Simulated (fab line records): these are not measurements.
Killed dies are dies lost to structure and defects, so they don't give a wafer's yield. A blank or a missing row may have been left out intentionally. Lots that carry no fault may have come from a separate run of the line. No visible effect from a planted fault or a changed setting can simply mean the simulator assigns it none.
Split-lot experiment	flow n5-finfet	7 lots, 21 wafers read, on a route of 1938 steps

== THE SPLIT ITSELF ==
At N5_FIN_SAQP_ETCH_65 (etches SiO2 in CF4, target depth 4 nm, time 4.4 s), the setting time-s was moved away from the recipe's 4.4 s on 9 of the 21 wafers read, by -18.8% to +17.0%. All remaining wafers had this setting at the recipe value.

The reading comes from the split's own step.

== THE READING ==
etch.depth-nm (the simulator's own value, which no gauge read), in nm, at N5_FIN_SAQP_ETCH_65 (etches SiO2 in CF4, target depth 4 nm, time 4.4 s). The file gives no usual value for it. Here, 12 wafers ran the recipe; their average is 3.954 nm with a standard deviation of 0.061 nm.

wafer	tool, chamber at the split	time-s as run, s	against the recipe	etch.depth-nm, nm	against lot-mates on the recipe
L077.2	rie-si-04, 2	4.4	recipe	4.008	-
L077.4	rie-si-04, 3	4.4	recipe	3.897	-
L077.6	rie-si-04, 0	4.4	recipe	3.843	-
L078.3	rie-si-04, 2	4.4	recipe	4.002	-
L078.5	rie-si-04, 0	4.4	recipe	3.914	-
L078.6	rie-si-04, 3	4.4	recipe	3.961	-
L083.3	rie-si-04, 1	4.4	recipe	3.955	-
L083.4	rie-si-04, 2	3.92	-10.9%	3.568	-0.349
L083.5	rie-si-04, 3	4.4	recipe	3.878	-
L085.2	rie-si-03, 2	3.571	-18.8%	3.236	-0.740
L085.3	rie-si-03, 0	4.4	recipe	3.976	-
L085.5	rie-si-03, 0	3.571	-18.8%	3.234	-0.742
L086.3	rie-si-01, 3	4.4	recipe	4.066	-
L086.4	rie-si-01, 1	3.8	-13.6%	3.353	-0.713
L086.6	rie-si-01, 1	3.8	-13.6%	3.393	-0.673
L089.3	rie-si-04, 1	5.15	+17.0%	4.718	+0.712
L089.5	rie-si-04, 1	5.15	+17.0%	4.71	+0.704
L089.6	rie-si-04, 2	4.4	recipe	4.006	-
L097.1	rie-si-04, 3	5.057	+14.9%	4.528	+0.589
L097.4	rie-si-04, 1	5.057	+14.9%	4.592	+0.653
L097.5	rie-si-04, 3	4.4	recipe	3.939	-

THE FIT
A straight line over all 21 wafers: etch.depth-nm changes by +0.041 nm for each +1% of time-s; r = +0.99; the points scatter about the line by 0.057 nm.
The same after taking each lot's own level away (the mean of its wafers on the recipe; 21 wafers): +0.0419 nm for each +1%; r = +0.99; scatter 0.061 nm.
According to that fit, moving time-s by its largest amount changes the reading by 0.79 nm.
The lots' own levels span 3.9160 to 4.0660 nm, that is 2.5 times the standard deviation above.
So the lot-to-lot level changes the slope little: the two slopes agree.
Check: for one of the wafers moved furthest among these (-18.8%), held out of the fit, the line's prediction against its lot-mates is -0.804 nm. It came out at -0.74 nm against them.

== OTHER SPLITS APPLIED TO THESE WAFERS ==
Note: prior to the reading, these wafers also went through further splits. Each is held against what the fit with the lots' levels taken away leaves over:
other split on the same wafers	wafers away from the commonest value	r with etch.depth-nm (lot level and that fit taken away)
N5_WELL_APT_EXPOSE_05 dose-mj	5	+0.28
N5_FIN_SAQP_HM_DEP_03 time-s	3	-0.13
N5_FIN_SAQP_SPACER1_ALD_24 temp-c	3	+0.51

== FILE'S OWN FIT ==
etch.depth-nm changes by +0.0414 nm for each +1% of time-s, r = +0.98.
